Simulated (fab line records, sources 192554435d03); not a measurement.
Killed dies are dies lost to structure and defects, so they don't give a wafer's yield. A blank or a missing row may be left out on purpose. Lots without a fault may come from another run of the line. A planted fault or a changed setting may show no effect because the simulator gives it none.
fab line records | flow n5_finfet
record lots=6 wafers=18 last_day=23
route steps=1938 shown BEOL_M7@1312 PASSIVATION@1936
lots that met no fault: from a run of the same line without faults
start_h: hours from the record's first day to the start of the lot's first wafer shown | wait_h: hours since the lot's step before | " the same as in the row above | L1.1+2: a row that stands for several wafers | - no value, or no start given | * or withheld: withheld | < > ~ a bound
route shown NAME@n: a module of which the file shows steps, and the number in the route of the first | usual: mean/standard deviation of fault-free wafers | same: alike in all rows | chamber/n: place in a boat | sites: the reading at each site | _std_site: their standard deviation | _edge_site: outer sites' mean less inner sites' | radius_mm: how far each site lies from the wafer's centre | mask NAME#n: copy n | behind: the tool/chamber that last shaped the wafer | hold: why the lot was held/for how many hours/how that ended | device: the transistor (n, p or np) that didn't switch | end of line: the same wafers' tests at the end of the route | a step without rows: its recipe alone | killed: dies lost to structure and defects at the first sort, not the wafer's yield | map: a wafer's dies, x killed, . not, _ none there
set.NAME: the setting as run; set.NAME@STEP: as run at that earlier step | model.NAME: the simulator's own value behind a step, which no gauge read
lots at some steps of the route; a table a step, a row a wafer
services: from which hour (start_h, from the record's first day; less than 0 if before it) a tool's chamber was out of use, for how many hours, and why
## steps
# step N5_BEOL_M7_HM_STRIP_39
# recipe chemistry=peroxide_tin_strip material=TiN target_depth_a=250 temp_c=50 time_s=158
# step N5_BEOL_M7_SRD_40
# recipe time_s=30 temp_c=23 rinse_liquid=diw dry=ipa_marangoni
# step N5_BEOL_M7_PRECLEAN_42
# recipe chemistry=residue_remover time_s=60 temp_c=40
# step N5_BEOL_M7_SRD_43
# recipe time_s=30 temp_c=23 rinse_liquid=diw dry=ipa_marangoni
# step N5_BEOL_M7_CD_MEAS_35
# recipe target_cd_nm=40 polarity=opening
# usual cd_nm=40.1/0.6
# columns lot.wafer tool chamber start_h wait_h cd_nm
L122.1 cd_sem-02 - 372.62 0.0 39.9
L122.3 " - " " 40.0
L122.6 " - " " 39.7
L131.2 cd_sem-02 - 418.30 0.0 40.3
L131.5 " - " " 40.5
L131.6 " - " " 40.7
L133.2 cd_sem-02 - 427.44 0.0 39.7
L133.3 " - " " 40.3
L133.6 " - " " 40.7
L135.1 cd_sem-02 - 427.85 0.0 40.9
L135.3 " - " " 40.6
L135.5 " - " " 39.8
L136.1 cd_sem-02 - 437.42 0.0 41.4
L136.2 " - " " 40.3
L136.6 " - " " 40.7
L141.1 cd_sem-01 - 464.08 0.0 40.8
L141.2 " - " " 40.1
L141.5 " - " " 40.8
# step N5_BEOL_M7_CURE_75
# recipe temp_c=370 time_s=120 ambient=DMADMS/He material=SiCOH_lowk
# usual lamp_power_pct=52.31/0.051 wafer_temp_C_max=372.1/0.56
# columns lot.wafer tool chamber start_h wait_h lamp_power_pct wafer_temp_C_max
L122.1 uv_cure-02 0 372.67 0.0 52.27 371.9
L122.3 " 0 " " 52.24 372.6
L122.6 " 0 " " 52.32 372.2
L131.2 uv_cure-02 2 418.64 0.3 52.29 372.2
L131.5 " 2 " " 52.32 371.6
L131.6 " 2 " " 52.24 371.3
L133.2 uv_cure-02 0 427.53 0.1 52.37 371.8
L133.3 " 0 " " 52.32 371.9
L133.6 " 0 " " 52.25 372.4
L135.1 uv_cure-02 1 427.89 0.0 52.25 372.2
L135.3 " 1 " " 52.30 373.0
L135.5 " 1 " " 52.34 372.4
L136.1 uv_cure-02 2 437.46 0.0 52.26 371.5
L136.2 " 2 " " 52.35 371.2
L136.6 " 2 " " 52.35 371.7
L141.1 uv_cure-03 0 464.55 0.5 52.28 371.4
L141.2 " 0 " " 52.31 371.1
L141.5 " 0 " " 52.30 371.5
# step N5_BEOL_M7_DEGAS_44
# recipe ambient=vacuum temp_c=250 time_s=60
# step N5_BEOL_M7_PRE_CLEAN_45
# recipe gas=H2/He time_s=30 temp_c=250
# usual heater_power_w=334/30
# columns lot.wafer tool chamber start_h wait_h heater_power_w
L122.1 pvd_sputter-03 - 373.40 0.0 349
L122.3 " - " " 355
L122.6 " - " " 327
L131.2 pvd_sputter-02 - 418.95 0.0 374
L131.5 " - " " 340
L131.6 " - " " 304
L133.2 pvd_sputter-02 - 427.84 0.0 330
L133.3 " - " " 308
L133.6 " - " " 334
L135.1 pvd_sputter-01 - 429.58 0.0 347
L135.3 " - " " 280
L135.5 " - " " 341
L136.1 pvd_sputter-03 - 437.83 0.0 350
L136.2 " - " " 289
L136.6 " - " " 335
L141.1 pvd_sputter-01 - 464.95 0.0 281
L141.2 " - " " 376
L141.5 " - " " 277
# step N5_BEOL_M7_ALD_77
# recipe material=TaN target_thk_a=20 temp_c=275 ald_precursor_family=PDMAT ald_co_reactant=NH3 pressure_torr=3 carrier_flow_sccm=1500 pulse_time_s=2 purge_time_s=3 co_reactant_purge_time_s=2 co_reactant_pulse_time_s=3 ald_cycles=40 precursor_vessel_temp_c=75 precursor_vessel_pressure_torr=26.25 precursor_vessel_carrier_sccm=1000
# step N5_BEOL_M7_SURFACE_TREAT_79
# recipe gas=Ar time_s=* ion_energy_ev=* ion_current_ma_cm2=0.5 pressure_mtorr=* ar_flow_sccm=30
# usual throttle_valve_pct=*
# columns lot.wafer tool chamber start_h wait_h throttle_valve_pct
L122.1 pvd_sputter-01 - 373.77 0.2 *
L122.3 " - " " *
L122.6 " - " " *
L131.2 pvd_sputter-01 - 420.68 1.5 *
L131.5 " - " " *
L131.6 " - " " *
L133.2 pvd_sputter-02 - 428.48 0.4 *
L133.3 " - " " *
L133.6 " - " " *
L135.1 pvd_sputter-03 - 430.13 0.2 *
L135.3 " - " " *
L135.5 " - " " *
L136.1 pvd_sputter-03 - 438.22 0.2 *
L136.2 " - " " *
L136.6 " - " " *
L141.1 pvd_sputter-03 - 465.63 0.4 *
L141.2 " - " " *
L141.5 " - " " *
# step N5_BEOL_M7_CVD_78
# recipe material=Co target_thk_a=20 temp_c=withheld precursor=CCTBA/H2 pressure_torr=30 time_s=142.3
# step N5_BEOL_M7_SPUTTER_48
# recipe material=Cu target_thk_a=100 temp_c=-20 bias_v=60 power_w=26000 chamber_pressure_pa=0.13 time_s=1.667
# usual bias_v=60.0/0.57 throttle_valve_pct=29.9/1.1
# columns lot.wafer tool chamber start_h wait_h bias_v throttle_valve_pct
L122.1 pvd_sputter-03 - 374.14 0.2 59.9 29.5
L122.3 " - " " 60.0 29.8
L122.6 " - " " 60.0 30.0
L131.2 pvd_sputter-01 - 420.90 0.1 60.1 27.5
L131.5 " - " " 59.3 28.9
L131.6 " - " " 60.9 31.2
L133.2 pvd_sputter-03 - 429.29 0.5 59.4 29.8
L133.3 " - " " 59.6 29.9
L133.6 " - " " 59.6 30.1
L135.1 pvd_sputter-03 - 430.45 0.1 59.3 29.9
L135.3 " - " " 60.1 29.8
L135.5 " - " " 59.2 29.5
L136.1 pvd_sputter-03 - 440.20 1.8 59.4 29.7
L136.2 " - " " 60.5 30.8
L136.6 " - " " 59.8 29.5
L141.1 pvd_sputter-02 - 467.01 1.0 60.2 31.0
L141.2 " - " " 58.7 31.4
L141.5 " - " " 59.3 31.0
# step N5_BEOL_M7_ECD_50
# recipe material=Cu target_thk_a=3000
# columns lot.wafer tool chamber start_h wait_h model.Cu_of_BEOL_M7_ECD_50.thk_nm
L122.1 ecd_cu-01 0 374.25 0.1 300.8
L122.3 " 1 " " 303.8
L122.6 " 1 " " 300.6
L131.2 ecd_cu-01 1 421.01 0.1 563.6
L131.5 " 1 " " 299.6
L131.6 " 0 " " 566.4
L133.2 ecd_cu-01 0 429.41 0.1 559.2
L133.3 " 1 " " 301.6
L133.6 " 1 " " 561.6
L135.1 ecd_cu-02 1 430.57 0.1 295.4
L135.3 " 1 " " 297
L135.5 " 1 " " 297.4
L136.1 ecd_cu-02 0 440.31 0.1 297.6
L136.2 " 1 " " 296
L136.6 " 1 " " 300.2
L141.1 ecd_cu-02 0 467.13 0.1 297.8
L141.2 " 1 " " 302.6
L141.5 " 1 " " 299
# step N5_BEOL_M7_ANNEAL_51
# recipe temp_c=225 time_s=90 ambient=N2
# usual wafer_temp_C_max=225.93/0.25
# columns lot.wafer tool chamber start_h wait_h wafer_temp_C_max
L122.1 rtp_anneal-02 0 374.60 0.3 226.25
L122.3 " 0 " " 226.52
L122.6 " 0 " " 226.07
L131.2 rtp_anneal-02 0 421.41 0.4 225.91
L131.5 " 0 " " 225.79
L131.6 " 0 " " 225.86
L133.2 rtp_anneal-01 0 429.55 0.1 225.73
L133.3 " 0 " " 225.91
L133.6 " 0 " " 225.65
L135.1 rtp_anneal-01 0 430.81 0.2 225.92
L135.3 " 0 " " 225.90
L135.5 " 0 " " 225.88
L136.1 rtp_anneal-01 0 440.41 0.1 226.07
L136.2 " 0 " " 225.39
L136.6 " 0 " " 225.70
L141.1 rtp_anneal-02 0 467.23 0.1 225.79
L141.2 " 0 " " 225.84
L141.5 " 0 " " 225.88
# step N5_BEOL_M7_CMP_52
# recipe stop_on=SiCOH_lowk t_overpolish_s=6.9 down_force_psi=1 platen_rpm=50 clearing_platen_down_force_psi=1.5 clearing_platen_rpm=50 post_cmp_clean=cu_alkaline target_thk_nm=80 clearing_platen_pad_velocity_m_s=0.99484 pad_velocity_m_s=0.99484
# usual motor_current_A=5.6/0.63 retaining_ring_pressure_frac=1.001/0.0051 time_to_endpoint_s=62/3.8
# columns lot.wafer tool chamber start_h wait_h motor_current_A retaining_ring_pressure_frac time_to_endpoint_s
L122.3 cmp-03 3 374.97 0.2 6.0 1.006 65
L122.1 " 0 " " 5.4 0.998 62
L122.6 " 2 " " 5.9 1.004 68
L131.2 cmp-04 0 421.71 0.3 6.8 1.006 110
L131.6 " 3 " " 5.5 1.004 125
L131.5 " 0 " " 6.5 0.992 56
L133.3 cmp-03 0 429.80 0.2 5.8 1.014 63
L133.2 " 3 " " 5.9 1.006 124
L133.6 " 1 " " 5.8 1.008 121
L135.3 cmp-02 3 431.13 0.2 6.3 0.999 56
L135.1 " 0 " " 4.8 1.002 59
L135.5 " 3 " " 6.7 1.002 59
L136.1 cmp-03 1 441.05 0.6 6.0 0.991 64
L136.2 " 2 " " 6.3 0.997 60
L136.6 " 3 " " 6.0 1.007 60
L141.2 cmp-03 2 467.60 0.3 6.6 0.993 60
L141.1 " 3 " " 5.9 0.994 63
L141.5 " 1 " " 6.5 1.007 64
# step N5_BEOL_M7_THK_MEAS_53
# recipe thk_meas_gauge=xrf reads=Cu_of_BEOL_M7_ECD_50
# usual M7_THK=77.6/1.9
# columns lot.wafer tool chamber start_h wait_h M7_THK[nm]
L122.1 film_metro-01 - 375.19 - 78.1
L122.3 " - " " 78.3
L122.6 " - " " 81.2
L131.2 film_metro-02 - 421.97 - 77.3
L131.5 " - " " 77.0
L131.6 " - " " 77.2
L133.2 film_metro-02 - 430.10 - 76.9
L133.3 " - " " 78.0
L133.6 " - " " 77.6
L135.1 film_metro-02 - 431.42 - 75.0
L135.3 " - " " 74.1
L135.5 " - " " 74.4
L136.1 film_metro-02 - 441.27 - 80.4
L136.2 " - " " 78.8
L136.6 " - " " 80.4
L141.1 film_metro-02 - 467.82 - 79.2
L141.2 " - " " 74.4
L141.5 " - " " 80.1
# step N5_PASSIVATION_PROBE_49
# usual defect_limited_yield=90.7/1.5 killed_at_M0_to_M3=38/11 killed_at_M4_up=15/5.5 killed_at_contacts=12/6 killed_at_front_end=41/11 killed_at_other=3.5/2.7 killed_dies=110/18 killed_open=72/13 killed_short=35/8.7 sort_bin_5_function=5.5/1.1 sort_bin_6_memory=3.4/0.63 sort_bin_8_speed=0.01/0.037 sort_n_pass=1070/18 sort_yield_pct=90.7/1.5
# same gross_dies=1180 killed_at_back_side=0 sort_bin_4_leakage[%]=0
# columns lot.wafer tool chamber start_h wait_h defect_limited_yield[%] killed_at_M0_to_M3 killed_at_M4_up killed_at_contacts killed_at_front_end killed_at_other killed_dies killed_open killed_short sort_bin_5_function[%] sort_bin_6_memory[%] sort_bin_8_speed[%] sort_n_pass sort_yield_pct[%]
L122.1 prober-02 - 469.24 0.0 90.8 28 12 27 37 5 109 74 34 5.5 3.3 0 1071 90.8
L122.3 prober-02 - 469.34 0.1 89.2 34 14 18 50 12 128 73 46 6.5 3.7 0 1052 89.2
L122.6 prober-02 - 469.49 0.3 90.6 36 9 19 43 4 111 82 26 5.3 3.8 0 1069 90.6
L131.2 prober-01 - 510.65 0.1 87.5 60 13 18 47 9 147 78 66 6.8 5.3 0 1033 87.5
L131.5 prober-01 - 510.80 0.2 89.9 51 7 8 47 6 119 84 35 6.7 2.9 0 1061 89.9
L131.6 prober-01 - 510.85 0.3 89.2 60 15 10 40 2 127 85 41 6.8 3.8 0 1053 89.2
L133.2 prober-02 - 513.00 0.1 88.4 22 19 14 76 6 137 81 56 7.4 3.6 0 1043 88.4
L133.3 prober-02 - 513.05 0.1 90.3 36 10 14 49 5 114 74 30 5.7 3.2 0 1066 90.3
L133.6 prober-02 - 513.20 0.3 88.2 49 18 19 50 3 139 82 50 6.9 3.9 0 1041 88.2
L135.1 prober-01 - 523.30 0.0 90.8 46 19 4 29 10 108 64 44 4.7 4.0 0 1072 90.8
L135.3 prober-01 - 523.40 0.1 93.0 42 12 5 23 1 83 50 32 4.2 2.5 0 1097 93.0
L135.5 prober-01 - 523.50 0.2 94.1 21 12 6 29 2 70 42 28 4.0 1.8 0 1110 94.1
L141.2 prober-01 - 554.79 0.1 90.2 50 15 8 41 2 116 74 33 4.8 3.9 0.08 1064 90.2
# killed by level:class
L122.1 MOL_CONTACT_COAG:geometric_particle:open=20 STI_FIN_REVEAL:geometric_particle:open=12 BEOL_M4:geometric_particle:open=8 MOL_CONTACT_COAG:geometric_particle:short=7 BEOL_M0_SAQP:geometric_particle:open=7 DUMMY_GATE:geometric_particle:open=6 FIN_SAQP:geometric_particle:open=5 BEOL_M0:geometric_particle:open=5
L122.3 MOL_CONTACT_COAG:geometric_particle:open=15 BEOL_M4:geometric_particle:open=9 GATE_CUT:geometric_particle:short=8 BEOL_M1:geometric_particle:open=8 BEOL_M2:geometric_particle:open=6 FIN_SAQP:geometric_particle:short=5 STI_FIN_REVEAL:geometric_particle:open=5 BEOL_M0:geometric_particle:open=5
L122.6 MOL_CONTACT_COAG:geometric_particle:open=16 STI_FIN_REVEAL:geometric_particle:open=15 BEOL_M0_SAQP:geometric_particle:open=11 FIN_SAQP:geometric_particle:short=10 BEOL_M2:geometric_particle:open=6 BEOL_M1:geometric_particle:open=6 BEOL_M3:geometric_particle:open=5 ILD0:geometric_particle:open=4
L131.2 BEOL_M0_SAQP:geometric_particle:short=23 BEOL_M0_SAQP:geometric_particle:open=16 FIN_SAQP:geometric_particle:short=14 MOL_CONTACT_COAG:geometric_particle:open=12 FIN_SAQP:geometric_particle:open=7 GATE_CUT:geometric_particle:short=6 BEOL_M1:geometric_particle:open=6 MOL_CONTACT_COAG:geometric_particle:short=6
L131.5 FIN_SAQP:geometric_particle:open=16 BEOL_M0_SAQP:geometric_particle:open=10 BEOL_M1:geometric_particle:open=10 FIN_SAQP:geometric_particle:short=9 BEOL_M3:geometric_particle:open=9 MOL_CONTACT_COAG:geometric_particle:open=8 BEOL_M0_SAQP:geometric_particle:short=7 STI_FIN_REVEAL:geometric_particle:open=6
L131.6 BEOL_M3:geometric_particle:open=16 BEOL_M0_SAQP:geometric_particle:short=13 STI_FIN_REVEAL:geometric_particle:open=10 MOL_CONTACT_COAG:geometric_particle:open=9 BEOL_M0_SAQP:geometric_particle:open=9 BEOL_M1:geometric_particle:open=9 BEOL_M4:geometric_particle:open=7 FIN_SAQP:geometric_particle:short=6
L133.2 STI_FIN_REVEAL:geometric_particle:open=21 ILD0:geometric_particle:short=10 MOL_CONTACT_COAG:geometric_particle:open=9 FIN_SAQP:geometric_particle:open=8 FIN_SAQP:geometric_particle:short=8 BEOL_M0_SAQP:geometric_particle:open=8 GATE_CUT:geometric_particle:short=7 BEOL_M4:geometric_particle:open=7
L133.3 FIN_SAQP:geometric_particle:open=12 MOL_CONTACT_COAG:geometric_particle:open=12 BEOL_M2:geometric_particle:open=10 BEOL_M3:geometric_particle:open=9 HKMG_FIN:area_etch=8 FIN_SAQP:geometric_particle:short=6 BEOL_M1:geometric_particle:open=6 GATE_CUT:geometric_particle:open=5
L133.6 MOL_CONTACT_COAG:geometric_particle:open=14 BEOL_M0_SAQP:geometric_particle:open=13 STI_FIN_REVEAL:geometric_particle:open=12 BEOL_M0_SAQP:geometric_particle:short=10 BEOL_M3:geometric_particle:open=9 FIN_SAQP:geometric_particle:open=7 ILD0:geometric_particle:short=6 HKMG_FIN:area_etch=6
L135.1 BEOL_M0_SAQP:geometric_particle:open=17 BEOL_M0_SAQP:geometric_particle:short=14 DUMMY_GATE:geometric_particle:open=8 BEOL_M1:geometric_particle:open=8 STI_FIN_REVEAL:geometric_particle:short=7 MIM_BOT:geometric_particle:short=6 STI_FIN_REVEAL:geometric_particle:open=5 BEOL_M5:geometric_particle:open=4
L135.3 BEOL_M0_SAQP:geometric_particle:short=8 BEOL_M3:geometric_particle:open=8 BEOL_M0_SAQP:geometric_particle:open=7 BEOL_M3:geometric_particle:short=7 BEOL_M2:geometric_particle:open=5 BEOL_M4:geometric_particle:open=5 STI_FIN_REVEAL:geometric_particle:open=4 GATE_CUT:geometric_particle:short=4
L135.5 STI_FIN_REVEAL:geometric_particle:open=9 BEOL_M4:geometric_particle:open=7 DUMMY_GATE:geometric_particle:open=4 MOL_CONTACT_COAG:geometric_particle:open=4 BEOL_M0_SAQP:geometric_particle:open=4 BEOL_M2:geometric_particle:open=4 FIN_SAQP:geometric_particle:short=3 STI_FIN_REVEAL:geometric_particle:short=3
L141.2 BEOL_M3:geometric_particle:open=18 STI_FIN_REVEAL:geometric_particle:open=10 BEOL_M2:geometric_particle:open=9 HKMG_FIN:area_etch=8 BEOL_M4:geometric_particle:open=7 MOL_CONTACT_COAG:geometric_particle:open=7 BEOL_M3:geometric_particle:short=6 FIN_SAQP:geometric_particle:short=5
## services
# columns tool chamber start_h hours kind
cmp-04 - 348.85 20.0 repair
ecd_cu-01 - 349.31 1.0 repair
cmp-03 - 366.32 5.1 pm
uv_cure-03 - 372.27 7.5 pm
cmp-02 - 373.47 4.3 pm
ecd_cu-02 - 408.07 1.8 repair
cmp-04 - 409.82 5.9 pm
uv_cure-03 - 417.92 14.1 repair
cmp-03 - 431.23 2.5 repair
pvd_sputter-01 - 437.89 2.9 repair
uv_cure-02 - 445.05 3.4 pm
cmp-04 - 450.97 9.2 repair
uv_cure-02 - 453.54 1.0 pm
uv_cure-03 - 457.00 7.5 pm
pvd_sputter-01 - 460.30 2.2 repair
pvd_sputter-01 - 466.61 5.2 repair
## key
first_sign step=N5_BEOL_M7_CMP_52 reading=time_to_endpoint_s direction=up sigmas=15 usual=* struck=*
effect none on later readings
model_effect step=N5_BEOL_M7_ECD_50 value=Cu_of_BEOL_M7_ECD_50.thk_nm without=298.9 struck=562.7
met_at N5_BEOL_M7_ECD_50
struck_wafers L131.2,L131.6,L133.2,L133.6
onset_between 374.25 421.01
fault kind=process_parameter_drift tool=ecd_cu-01 chamber=- onset_h=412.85 steps=N5_BEOL_M7_ECD_50 channel=target_thk_a offset=* shape=step end_h=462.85 scope=struck_wafers_only acts_in=* stated=*
